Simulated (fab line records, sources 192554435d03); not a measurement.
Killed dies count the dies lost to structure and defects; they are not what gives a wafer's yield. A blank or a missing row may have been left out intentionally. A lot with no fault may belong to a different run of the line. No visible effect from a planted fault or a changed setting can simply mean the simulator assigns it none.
fab line records	flow n5-finfet
[record] lots = 9	wafers = 25	last-day = 18
route steps=1938 shown HKMG_FIN@389 BEOL_M4@1111 PASSIVATION@1936
lots untouched by any fault: they come from a run of this same line in which no faults occurred
start-h: hours from the record's first day to the start of the lot's first wafer shown	wait-h: hours elapsed since this lot's preceding step	" repeats the value in the row above	L1.1+2: one row covering several wafers at once	- no value present, or no start provided	* or withheld: withheld	< > ~ a bound
route shown NAME@n: NAME is a module with steps in the file, n the number in the route of the first one	usual: mean/standard deviation taken from wafers without a fault	same: alike in all rows	chamber/n: place in a boat	sites: per-site readings	_std_site: how widely they spread, as a standard deviation	_edge_site: the outer-site mean with the inner-site mean subtracted	radius-mm: for every site, how far away it sits from the centre of the wafer	mask NAME#n: copy n	behind: the tool/chamber that last shaped the wafer	hold: cause of the lot's hold/its duration in hours/its outcome	device: whichever transistor did not switch (one of n, p or np)	end of line: the tests these same wafers got at the end of their route	for a step that has no rows: nothing shown but its recipe	killed: dies lost to structure and defects at the first sort, not the wafer's yield	map: per-die view of a wafer (x killed, . not killed, _ where there is no die)
set.NAME: the setting the step ran with; set.NAME@STEP: the setting that earlier step ran with	model.NAME: the simulator's own value behind a step, which no gauge read
the route's steps for a sample of lots (tables are steps, rows are wafers)
services: a tool's chamber out of use, with start hour (start-h, from the record's first day; less than 0 if before it), hours out, and reason
[[steps]]
[step N5_HKMG_FIN_ALD_75]
[recipe] material = Al2O3	target-thk-a = 10	temp-c = 150	ald-precursor-family = TMA	ald-co-reactant = H2O	pulse-time-s = withheld	co-reactant-pulse-time-s = 1
[usual] heater-power-w = 151/13	precursor-pulse-height-rel = 1.003/0.018
lot.wafer	tool	chamber	start-h	wait-h	heater-power-w	precursor-pulse-height-rel
L272.1	ald-hk-02	2	95.48	0.0	149	1.035
L272.2	"	3	"	"	130	0.982
L272.5	"	0	"	"	160	1.035
L274.1	ald-hk-01	2	106.99	0.0	138	0.990
L274.3	"	1	"	"	159	1.014
L274.5	"	1	"	"	159	0.979
L278.2	ald-hk-02	0	136.27	0.0	157	1.029
L278.5	"	3	"	"	131	1.036
L278.6	"	2	"	"	145	0.996
L280.1	ald-hk-02	2	142.64	0.0	146	0.979
L280.3	"	0	"	"	164	0.986
L280.5	"	1	"	"	159	1.012
L281.2	ald-hk-01	0	148.61	0.0	161	0.997
L281.4	"	2	"	"	137	1.019
L281.5	"	0	"	"	160	1.022
L282.1	ald-hk-01	2	156.13	0.0	140	0.999
L282.2	"	3	"	"	158	0.984
L282.4	"	1	"	"	165	0.975
L285.1	ald-hk-02	0	175.76	0.0	159	0.985
L285.4	"	1	"	"	155	1.023
L287.3	ald-hk-03	1	186.21	0.0	178	1.032
L287.4	"	3	"	"	137	0.979
L291.1	ald-hk-02	1	206.89	0.0	155	1.000
L291.3	"	3	"	"	129	0.994
L291.5	"	1	"	"	153	0.999
[step N5_HKMG_FIN_ETCH_54]
[recipe] chemistry = CF4	target = SiARC	target-depth-a = 455	mask-material = CAR-ArF	time-s = 75.8	ion-energy-ev = 80	pressure-mtorr = 40	source-w = 545	bias-w = 36	Ar_flow_sccm = 100	cf4-flow-sccm = 100	ends = cleared
[usual] drypump-motor-current-A = 5.9/0.42	etch-rf-on-time-s = 75.2/0.97	oes-product-au = 0.68/0.079	rf-fwd-power-W = 539.2/2.1	rf-vpp-V = 184.0/1.1	showerhead-plenum-p-Torr = 2.15/0.067	throttle-valve-pct = 15.45/0.24
lot.wafer	tool	chamber	start-h	wait-h	drypump-motor-current-A	etch-rf-on-time-s	oes-product-au	rf-fwd-power-W	rf-hours-counter-h	rf-vpp-V	showerhead-plenum-p-Torr	throttle-valve-pct
L272.1	rie-diel-03	2	96.13	0.0	6.4	76.0	0.64	538.4	165	184.1	2.04	15.50
L272.2	"	0	"	"	6.3	77.7	0.59	542.6	229	183.6	2.11	15.52
L272.5	"	0	"	"	6.3	78.5	0.59	542.0	-	183.4	2.11	15.51
L274.1	rie-diel-02	3	107.45	0.0	5.8	76.0	0.71	534.6	69	184.3	2.17	15.57
L274.3	"	2	"	"	5.6	75.9	0.57	538.9	249	185.2	2.19	16.17
L274.5	"	3	"	"	5.8	76.1	0.71	535.1	-	183.6	2.17	15.56
L278.2	rie-diel-01	0	136.74	0.0	6.2	76.0	0.59	538.8	246	184.5	2.19	15.50
L278.5	"	0	"	"	6.2	76.0	0.59	537.9	-	183.8	2.19	15.49
L278.6	"	3	"	"	6.2	74.6	0.75	537.6	-	185.8	2.27	15.21
L280.1	rie-diel-01	0	143.33	0.0	6.2	76.5	0.59	536.9	250	185.5	2.19	15.50
L280.3	"	1	"	"	5.9	74.5	0.78	538.5	19	183.5	2.10	15.30
L280.5	"	2	"	"	5.6	74.4	0.66	540.7	-	184.0	2.14	15.31
L281.2	rie-diel-03	1	149.20	0.0	5.8	75.0	0.62	540.5	191	186.1	2.21	15.56
L281.4	"	2	"	"	6.4	75.1	0.63	539.4	183	182.7	2.04	15.52
L281.5	"	1	"	"	5.8	75.0	0.62	539.9	-	185.1	2.21	15.55
L282.1	rie-diel-02	2	156.72	0.0	5.6	75.4	0.83	541.8	7	184.4	2.19	15.72
L282.2	"	0	"	"	5.5	75.5	0.68	539.1	99	184.3	2.16	15.18
L282.4	"	3	"	"	5.9	76.0	0.69	535.1	86	184.1	2.16	15.59
L285.1	rie-diel-03	3	176.35	0.0	6.3	75.6	0.60	538.5	241	183.1	2.12	15.97
L285.4	"	2	"	"	6.4	74.8	0.61	535.7	-	183.0	2.04	15.54
L287.3	rie-diel-03	1	186.80	0.0	5.8	75.5	0.61	539.2	206	185.3	2.21	15.59
L287.4	"	1	"	"	5.8	75.7	0.61	539.1	-	185.6	2.21	15.60
L291.1	rie-diel-01	0	207.48	0.0	6.2	74.5	0.79	540.9	14	184.8	2.18	15.03
L291.3	"	2	"	"	5.6	75.2	0.63	539.0	189	183.6	2.13	15.38
L291.5	"	0	"	"	6.2	74.1	0.81	542.3	-	185.2	2.18	15.04
[step N5_HKMG_FIN_PWFM_ALD_03]
[recipe] material = TiN	target-thk-a = 20	temp-c = 400	ald-precursor-family = TiCl4	ald-co-reactant = NH3	pulse-time-s = 1	purge-time-s = 3	co-reactant-purge-time-s = 2	co-reactant-pulse-time-s = 2	ald-cycles = 91	pressure-torr = 3
[usual] ald-cycles = 91/0	heater-power-w = 908/110	precursor-pulse-height-rel = 0.999/0.021
[same] co-reactant-pulse-time-s = 2
lot.wafer	tool	chamber	start-h	wait-h	ald-cycles	heater-power-w	precursor-pulse-height-rel
L272.1	ald-metal-02	0	98.55	0.0	91	913	1.001
L272.2	"	1	"	"	91	859	0.995
L272.5	"	3	"	"	91	837	1.020
L274.1	ald-metal-02	0	110.04	0.0	91	938	1.030
L274.3	"	1	"	"	91	851	1.005
L274.5	"	1	"	"	91	840	0.981
L278.2	ald-metal-02	3	139.27	0.0	91	828	0.987
L278.5	"	0	"	"	91	951	1.000
L278.6	"	3	"	"	91	839	1.016
L280.1	ald-metal-04	2	145.74	0.0	91	962	1.003
L280.3	"	0	"	"	91	969	0.996
L280.5	"	1	"	"	91	971	1.003
L281.2	ald-metal-02	3	151.61	0.0	91	819	0.984
L281.4	"	1	"	"	91	866	0.975
L281.5	"	0	"	"	91	910	1.008
L282.1	ald-metal-04	1	159.12	0.0	91	962	1.014
L282.2	"	0	"	"	91	942	0.963
L282.4	"	2	"	"	91	912	1.000
L285.1	ald-metal-04	0	178.77	0.0	57	943	0.993
L285.4	"	3	"	"	91	1092	0.986
L287.3	ald-metal-04	1	189.41	0.0	57	959	1.013
L287.4	"	2	"	"	91	952	1.020
L291.1	ald-metal-01	1	210.01	0.0	91	1095	1.016
L291.3	"	0	"	"	91	954	0.994
L291.5	"	2	"	"	91	904	1.009
[step N5_HKMG_FIN_OVL_MEAS_13]
[recipe] points-per-wafer = 44
[usual] NWFM_OVL = -0.5/0.7
[same] points-per-wafer = 44
lot.wafer	tool	chamber	start-h	wait-h	NWFM_OVL[nm]
L272.1	overlay-02	0	99.42	0.0	-0.5
L272.2	"	0	"	"	-0.6
L272.5	"	0	"	"	-1.0
L274.1	overlay-02	0	110.90	0.0	0.0
L274.3	"	0	"	"	0.6
L274.5	"	0	"	"	-0.2
L278.2	overlay-01	0	140.01	0.0	-1.2
L278.5	"	0	"	"	-0.7
L278.6	"	0	"	"	-0.6
L280.1	overlay-01	0	147.82	0.0	-0.3
L280.3	"	0	"	"	-0.5
L280.5	"	0	"	"	0.3
L281.2	overlay-02	0	152.35	0.0	-0.2
L281.4	"	0	"	"	-0.1
L281.5	"	0	"	"	-1.2
L282.1	overlay-01	0	159.99	0.0	-0.1
L282.2	"	0	"	"	-0.6
L282.4	"	0	"	"	-0.1
L285.1	overlay-01	0	179.51	0.0	1.1
L285.4	"	0	"	"	0.0
L287.3	overlay-02	0	190.28	0.0	-1.1
L287.4	"	0	"	"	-0.3
L291.1	overlay-01	0	210.88	0.0	-0.7
L291.3	"	0	"	"	-0.3
L291.5	"	0	"	"	-0.8
[step N5_BEOL_M4_RC_MEAS_101]
[usual] DIBL_N = 36.4/1.2	DIBL_P = 36.1/1.6	IOFF_N = 0.156/0.024	IOFF_P = 0.21/0.031	IOFF_P_85C = 3.6/0.44	IOFF_P_LIN = 0.098/0.012	IOFF_P_LONG = 0.000105/8.9e-06	ION_N = 674/11	ION_P = 463/6.9	SS_N = 71.5/0.5	SS_P = 73.2/0.55	VT_N = 250.0/2.9	VT_P = -250/3.6	VT_P_LONG = -276/3.2	VT_P_LVT = -99.2/2.6
lot.wafer	tool	chamber	start-h	wait-h	DIBL_N[mV/V]	DIBL_P[mV/V]	IOFF_N[nA/um]	IOFF_P[nA/um]	IOFF_P_85C[nA/um]	IOFF_P_LIN[nA/um]	IOFF_P_LONG[nA/um]	ION_N[uA/um]	ION_P[uA/um]	SS_N[mV/dec]	SS_P[mV/dec]	VT_N[mV]	VT_P[mV]	VT_P_LONG[mV]	VT_P_LVT[mV]
L272.1	prober-02	0	189.00	0.0	37.3	39.6	0.204	0.26	4.4	0.114	0.000107	698	473	72.3	73.9	245.0	-250	-277	-96.5
L272.2	"	0	"	"	35.2	37.1	0.160	0.22	3.8	0.101	0.0001	669	459	71.4	73.7	249.5	-248	-278	-98.5
L272.5	"	0	"	"	36.6	38.4	0.183	0.24	3.9	0.105	0.000101	676	461	71.8	73.5	247.5	-250	-275	-97.9
L274.1	prober-01	0	191.95	0.0	36.8	35.8	0.182	0.28	4.5	0.125	0.000124	676	470	71.2	73.6	250.4	-245	-272	-93.1
L274.3	"	0	"	"	38.0	36.4	0.195	0.28	4.6	0.126	0.000124	683	467	72.1	74.5	247.6	-242	-267	-93.4
L274.5	"	0	"	"	37.1	36.3	0.185	0.29	4.7	0.128	0.000122	681	471	71.8	73.5	247.4	-243	-270	-93.1
L278.2	prober-02	0	226.14	0.3	36.3	35.8	0.159	0.21	3.6	0.097	0.00011	687	467	71.9	73.7	249.2	-251	-273	-97.8
L278.5	"	0	"	"	36.3	35.8	0.161	0.21	3.6	0.096	0.000109	685	472	71.1	74.1	248.0	-251	-273	-98.4
L278.6	"	0	"	"	36.1	35.7	0.152	0.21	3.7	0.098	0.00011	668	458	70.8	73.5	249.3	-250	-273	-96.5
L280.1	prober-01	0	227.28	0.0	34.6	32.7	0.127	0.18	3.2	0.088	0.000105	661	454	71.4	72.3	255.9	-252	-276	-102.3
L280.3	"	0	"	"	34.1	32.2	0.117	0.17	3.0	0.084	0.000104	660	453	71.3	72.0	255.5	-253	-273	-101.7
L280.5	"	0	"	"	36.6	35.1	0.156	0.21	3.7	0.101	0.000105	678	460	71.4	73.0	250.3	-249	-275	-99.1
L281.2	prober-01	0	242.19	0.2	37.0	35.7	0.143	0.17	2.9	0.079	8.3e-05	665	455	72.0	73.3	250.7	-259	-282	-102.5
L281.4	"	0	"	"	37.7	36.9	0.156	0.18	3.1	0.082	8.7e-05	684	458	72.1	73.2	249.1	-258	-282	-103.5
L281.5	"	0	"	"	36.5	35.4	0.135	0.16	2.8	0.076	8.4e-05	667	454	71.4	73.1	252.3	-259	-283	-103.5
L282.1	prober-02	0	243.90	0.0	36.6	35.0	0.154	0.19	3.3	0.088	9.7e-05	681	463	71.8	73.3	252.5	-252	-278	-100.7
L282.2	"	0	"	"	35.8	34.9	0.151	0.18	3.3	0.088	0.000101	684	460	71.6	73.0	249.4	-254	-276	-101.0
L282.4	"	0	"	"	34.6	33.3	0.127	0.17	3.1	0.082	9.7e-05	665	452	71.5	73.3	253.1	-257	-279	-101.9
L285.1	prober-01	0	257.99	0.0	35.7	34.8	0.138	0.06	1.3	0.031	6.3e-05	668	413	70.4	73.1	249.6	-280	-305	-132.3
L285.4	"	0	"	"	35.9	35.4	0.143	0.21	3.6	0.100	0.00011	668	461	71.3	72.7	248.5	-250	-275	-99.4
L287.3	prober-01	0	277.10	0.3	37.7	37.1	0.186	0.08	1.7	0.038	6.3e-05	689	422	71.7	74.1	247.7	-279	-303	-124.8
L287.4	"	0	"	"	36.4	34.8	0.149	0.22	3.8	0.106	0.000111	661	463	71.0	73.3	250.1	-248	-273	-96.4
L291.1	prober-01	0	314.74	0.0	35.8	35.8	0.156	0.19	3.4	0.091	0.0001	678	464	71.4	73.8	248.1	-253	-275	-100.7
L291.3	"	0	"	"	35.0	34.4	0.141	0.17	3.0	0.082	9.6e-05	674	452	72.0	73.3	251.6	-255	-275	-102.4
L291.5	"	0	"	"	35.1	34.8	0.140	0.17	3.2	0.085	9.8e-05	681	464	71.5	72.8	248.5	-254	-277	-101.7
[step N5_PASSIVATION_PROBE_49]
[usual] defect-limited-yield = 91.4/1.5	killed_at_M0_to_M3 = 31/11	killed_at_M4_up = 13/5.5	killed-at-contacts = 13/6.3	killed-at-front-end = 40/13	killed-at-other = 3.3/2.6	killed-dies = 101/18	killed-open = 67/13	killed-short = 33/7.9	sort_bin_5_function = 5.1/1	sort_bin_6_memory = 3.2/0.68	sort_bin_8_speed = 0/0	sort-n-pass = 1079/18	sort-yield-pct = 91.4/1.5
[same] gross-dies = 1180	killed-at-back-side = 0	sort_bin_4_leakage[%] = 0
lot.wafer	tool	chamber	start-h	wait-h	defect-limited-yield[%]	killed_at_M0_to_M3	killed_at_M4_up	killed-at-contacts	killed-at-front-end	killed-at-other	killed-dies	killed-open	killed-short	sort_bin_5_function[%]	sort_bin_6_memory[%]	sort_bin_8_speed[%]	sort-n-pass	sort-yield-pct[%]
L280.1	prober-02	-	333.38	0.0	91.2	27	18	21	35	3	104	70	34	5.3	3.4	0	1076	91.2
L280.3	prober-02	-	333.48	0.1	89.7	19	20	20	53	9	121	83	38	6.5	3.2	0	1059	89.7
L280.5	prober-02	-	333.58	0.2	92.4	16	4	14	51	5	90	66	24	4.1	3.2	0	1090	92.4
L278.2	prober-01	-	333.79	0.1	93.5	18	9	14	31	5	77	56	20	3.5	3.0	0	1103	93.5
L278.5	prober-01	-	333.94	0.2	93.1	22	6	18	32	3	81	57	23	3.6	3.1	0	1099	93.1
L278.6	prober-01	-	333.99	0.3	89.9	22	15	26	42	14	119	75	44	6.1	3.4	0	1061	89.9
L281.2	prober-01	-	337.87	0.1	91.9	37	16	11	28	3	95	65	30	5.2	2.9	0	1085	91.9
L281.4	prober-01	-	337.97	0.2	88.6	47	18	25	42	2	134	86	48	7.2	4.1	0	1046	88.6
L281.5	prober-01	-	338.02	0.2	90.8	30	18	22	37	1	108	71	36	4.4	4.2	0	1072	90.8
L282.1	prober-02	-	351.41	0.0	90.0	48	8	19	42	1	118	75	42	5.6	4.2	0	1062	90.0
L282.2	prober-02	-	351.46	0.1	92.1	32	15	3	41	2	93	58	34	4.7	2.8	0	1087	92.1
L282.4	prober-02	-	351.56	0.2	90.6	41	17	21	28	4	111	71	39	6.1	3.1	0	1069	90.6
L285.1	prober-02	-	356.28	0.0	90.4	28	22	18	44	1	113	75	38	5.3	4.0	89.58	10	0.8
L285.4	prober-02	-	356.43	0.2	91.5	37	10	13	38	2	100	54	46	5.9	2.1	0	1080	91.5
L287.3	prober-02	-	370.13	0.1	93.4	19	17	6	32	4	78	52	25	3.6	2.8	71.95	253	21.4
L287.4	prober-02	-	370.18	0.2	92.4	25	10	9	45	1	90	61	27	4.3	3.0	0	1090	92.4
L291.1	prober-02	-	422.33	0.1	89.8	37	7	13	58	5	120	70	50	6.7	3.4	0	1060	89.8
L291.3	prober-02	-	422.43	0.2	91.8	36	15	8	34	4	97	59	38	5.0	2.8	0	1083	91.8
L291.5	prober-02	-	422.53	0.3	90.9	36	11	22	32	6	107	75	32	4.8	3.9	0	1073	90.9
// killed by level:class
L280.1 MOL_CONTACT_COAG:geometric-particle:open=21 FIN_SAQP:geometric-particle:short=11 STI_FIN_REVEAL:geometric-particle:open=7 BEOL_M4:geometric-particle:open=6 BEOL_M0_SAQP:geometric-particle:open=5 BEOL_M2:geometric-particle:open=5 STARTING-WAFER:geometric-particle:short=4 FIN_SAQP:geometric-particle:open=3
L280.3 MOL_CONTACT_COAG:geometric-particle:open=16 FIN_SAQP:geometric-particle:open=15 FIN_SAQP:geometric-particle:short=10 BEOL_M2:geometric-particle:open=7 STI_FIN_REVEAL:geometric-particle:open=6 BEOL_M5:geometric-particle:open=6 GATE_CUT:geometric-particle:short=5 STARTING-WAFER:geometric-particle:open=5
L280.5 FIN_SAQP:geometric-particle:open=13 MOL_CONTACT_COAG:geometric-particle:open=13 FIN_SAQP:geometric-particle:short=11 STI_FIN_REVEAL:geometric-particle:open=10 STARTING-WAFER:geometric-particle:open=5 DUMMY_GATE:geometric-particle:open=4 BEOL_M3:geometric-particle:open=4 BEOL_M2:geometric-particle:open=3
L278.2 MOL_CONTACT_COAG:geometric-particle:open=13 FIN_SAQP:geometric-particle:open=10 BEOL_M2:geometric-particle:open=9 STI_FIN_REVEAL:geometric-particle:open=6 BEOL_M4:geometric-particle:open=5 SPACER0:geometric-particle:short=4 BEOL_M0_SAQP:geometric-particle:short=3 FIN_SAQP:geometric-particle:short=2
L278.5 MOL_CONTACT_COAG:geometric-particle:open=17 FIN_SAQP:geometric-particle:open=10 STI_FIN_REVEAL:geometric-particle:open=6 BEOL_M2:geometric-particle:open=6 DUMMY_GATE:geometric-particle:open=5 BEOL_M1:geometric-particle:open=4 GATE_CUT:geometric-particle:short=3 BEOL_M0_SAQP:geometric-particle:short=3
L278.6 MOL_CONTACT_COAG:geometric-particle:open=17 FIN_SAQP:geometric-particle:short=12 FIN_SAQP:geometric-particle:open=9 BEOL_M3:geometric-particle:open=9 MOL_CONTACT_COAG:geometric-particle:short=9 STI_FIN_REVEAL:geometric-particle:open=5 PAD_METAL:geometric-particle:open=5 PAD_METAL:geometric-particle:short=5
L281.2 FIN_SAQP:geometric-particle:open=9 MOL_CONTACT_COAG:geometric-particle:open=9 BEOL_M2:geometric-particle:open=9 FIN_SAQP:geometric-particle:short=7 BEOL_M3:geometric-particle:open=7 BEOL_M4:geometric-particle:open=7 BEOL_M0_SAQP:geometric-particle:open=6 BEOL_M0_SAQP:geometric-particle:short=6
L281.4 MOL_CONTACT_COAG:geometric-particle:open=14 FIN_SAQP:geometric-particle:open=11 MOL_CONTACT_COAG:geometric-particle:short=11 FIN_SAQP:geometric-particle:short=10 BEOL_M2:geometric-particle:open=10 BEOL_M3:geometric-particle:open=9 BEOL_M0_SAQP:geometric-particle:short=8 BEOL_M1:geometric-particle:open=7
L281.5 MOL_CONTACT_COAG:geometric-particle:open=15 BEOL_M0_SAQP:geometric-particle:open=10 FIN_SAQP:geometric-particle:open=9 BEOL_M4:geometric-particle:open=9 FIN_SAQP:geometric-particle:short=8 MOL_CONTACT_COAG:geometric-particle:short=7 BEOL_M0_SAQP:geometric-particle:short=6 BEOL_M1:geometric-particle:open=6
L282.1 MOL_CONTACT_COAG:geometric-particle:open=13 BEOL_M0:geometric-particle:open=13 DUMMY_GATE:geometric-particle:open=9 FIN_SAQP:geometric-particle:open=8 BEOL_M0_SAQP:geometric-particle:short=8 BEOL_M0_SAQP:geometric-particle:open=7 MOL_CONTACT_COAG:geometric-particle:short=6 FIN_SAQP:geometric-particle:short=5
L282.2 FIN_SAQP:geometric-particle:open=8 FIN_SAQP:geometric-particle:short=6 BEOL_M3:geometric-particle:open=6 BEOL_M6:geometric-particle:open=6 BEOL_M0_SAQP:geometric-particle:short=5 BEOL_M1:geometric-particle:short=5 BEOL_M8:geometric-particle:open=4 DUMMY_GATE:geometric-particle:open=4
L282.4 MOL_CONTACT_COAG:geometric-particle:open=15 BEOL_M0_SAQP:geometric-particle:open=11 BEOL_M0_SAQP:geometric-particle:short=11 FIN_SAQP:geometric-particle:open=7 GATE_CUT:geometric-particle:short=6 MOL_CONTACT_COAG:geometric-particle:short=6 BEOL_M3:geometric-particle:open=5 BEOL_M2:geometric-particle:open=5
L285.1 MOL_CONTACT_COAG:geometric-particle:open=14 BEOL_M2:geometric-particle:open=12 FIN_SAQP:geometric-particle:short=10 BEOL_M4:geometric-particle:open=10 FIN_SAQP:geometric-particle:open=9 STI_FIN_REVEAL:geometric-particle:open=6 BEOL_M0_SAQP:geometric-particle:open=6 BEOL_M0_SAQP:geometric-particle:short=5
L285.4 BEOL_M0_SAQP:geometric-particle:short=12 MOL_CONTACT_COAG:geometric-particle:open=10 FIN_SAQP:geometric-particle:short=7 STI_FIN_REVEAL:geometric-particle:open=7 BEOL_M2:geometric-particle:open=7 BEOL_M4:geometric-particle:open=6 FIN_SAQP:geometric-particle:open=5 GATE_CUT:geometric-particle:short=5
L287.3 FIN_SAQP:geometric-particle:open=10 BEOL_M0_SAQP:geometric-particle:open=7 BEOL_M4:geometric-particle:open=7 FIN_SAQP:geometric-particle:short=5 STI_FIN_REVEAL:geometric-particle:open=5 BEOL_M0_SAQP:geometric-particle:short=5 BEOL_M2:geometric-particle:open=4 MOL_CONTACT_COAG:geometric-particle:open=3
L287.4 FIN_SAQP:geometric-particle:open=14 STI_FIN_REVEAL:geometric-particle:open=13 MOL_CONTACT_COAG:geometric-particle:open=8 BEOL_M2:geometric-particle:open=7 BEOL_M0_SAQP:geometric-particle:short=6 FIN_SAQP:geometric-particle:short=5 GATE_CUT:geometric-particle:short=5 BEOL_M0:geometric-particle:open=4
L291.1 STI_FIN_REVEAL:geometric-particle:open=10 MOL_CONTACT_COAG:geometric-particle:open=10 FIN_SAQP:geometric-particle:open=9 FIN_SAQP:geometric-particle:short=9 STI_FIN_REVEAL:geometric-particle:short=8 BEOL_M0_SAQP:geometric-particle:short=8 BEOL_M3:geometric-particle:open=7 BEOL_M1:geometric-particle:short=5
L291.3 BEOL_M0_SAQP:geometric-particle:short=10 BEOL_M0_SAQP:geometric-particle:open=9 BEOL_M1:geometric-particle:open=9 MOL_CONTACT_COAG:geometric-particle:open=7 STI_FIN_REVEAL:geometric-particle:open=6 FIN_SAQP:geometric-particle:short=5 GATE_CUT:geometric-particle:short=5 BEOL_M4:geometric-particle:open=5
L291.5 MOL_CONTACT_COAG:geometric-particle:open=20 BEOL_M3:geometric-particle:open=9 BEOL_M1:geometric-particle:open=8 STI_FIN_REVEAL:geometric-particle:open=8 FIN_SAQP:geometric-particle:short=6 FIN_SAQP:geometric-particle:open=6 BEOL_M0_SAQP:geometric-particle:open=6 BEOL_M0_SAQP:geometric-particle:short=5
[[services]]
tool	chamber	start-h	hours	kind
rie-diel-03	-	72.00	15.6	pm
ald-metal-04	-	103.32	6.0	pm
rie-diel-02	2	108.20	-	clean
ald-metal-04	-	112.16	0.5	repair
ald-metal-02	3	120.48	-	calibration
rie-diel-01	1	121.69	7.3	repair
ald-metal-01	2	132.64	2.4	repair
rie-diel-01	0	144.08	-	clean
rie-diel-01	0	144.08	-	consumable-replace:focus-ring
rie-diel-01	0	144.08	27.9	scheduled-down
rie-diel-01	0	144.08	27.9	vent-cycle
rie-diel-02	3	152.96	1.8	repair
ald-hk-01	-	160.07	0.4	repair
rie-diel-03	0	165.62	14.4	repair
rie-diel-01	1	172.82	7.6	repair
rie-diel-02	0	174.77	2.9	repair
rie-diel-03	0	180.07	-	clean
rie-diel-03	0	180.07	-	consumable-replace:focus-ring
rie-diel-03	0	180.07	19.5	scheduled-down
rie-diel-03	0	180.07	19.5	vent-cycle
rie-diel-03	3	199.55	-	clean
rie-diel-03	3	199.55	-	consumable-replace:focus-ring
rie-diel-03	3	199.55	31.3	scheduled-down
rie-diel-03	3	199.55	31.3	vent-cycle
[[key]]
[first-sign] step = N5_HKMG_FIN_PWFM_ALD_03	reading = ald-cycles	direction = down	sigmas = 99+	usual = *	struck = *
[effect] step = N5_BEOL_M4_RC_MEAS_101	reading = VT_P_LVT	direction = down	sigmas = 11	usual = -99.2	struck = -128.5
[effect] step = N5_BEOL_M4_RC_MEAS_101	reading = VT_P_LONG	direction = down	sigmas = 8.7	usual = -276	struck = -304
[effect] step = N5_BEOL_M4_RC_MEAS_101	reading = VT_P	direction = down	sigmas = 8	usual = -250	struck = -280
[effect] step = N5_BEOL_M4_RC_MEAS_101	reading = ION_P	direction = down	sigmas = 6.6	usual = 463	struck = 417
[effect] step = N5_BEOL_M4_RC_MEAS_101	reading = IOFF_P_LIN	direction = down	sigmas = 5.3	usual = 0.098	struck = 0.034
[effect] step = N5_BEOL_M4_RC_MEAS_101	reading = IOFF_P_85C	direction = down	sigmas = 4.8	usual = 3.6	struck = 1.5
[effect] step = N5_BEOL_M4_RC_MEAS_101	reading = IOFF_P_LONG	direction = down	sigmas = 4.7	usual = 0.000105	struck = 6.3e-05
[effect] step = N5_BEOL_M4_RC_MEAS_101	reading = IOFF_P	direction = down	sigmas = 4.3	usual = 0.21	struck = 0.07
[effect] step = N5_PASSIVATION_PROBE_49	reading = sort_bin_8_speed	direction = up	sigmas = 99+	usual = 0	struck = 80.76
met-at N5_HKMG_FIN_PWFM_ALD_03
struck-lots L285,L287
struck-wafers L285.1,L287.3
not-acting-at N5_HKMG_FIN_ALD_75,N5_HKMG_FIN_ETCH_54,N5_HKMG_FIN_OVL_MEAS_13
onset-between 159.12 178.77
[fault] kind = process-parameter-drift	tool = ald-metal-04	chamber = -	onset-h = 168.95	steps = N5_HKMG_FIN_PWFM_ALD_03	channel = ald-cycles	offset = *	shape = step	end-h = 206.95	scope = struck-wafers-only	acts-in = *	stated = *
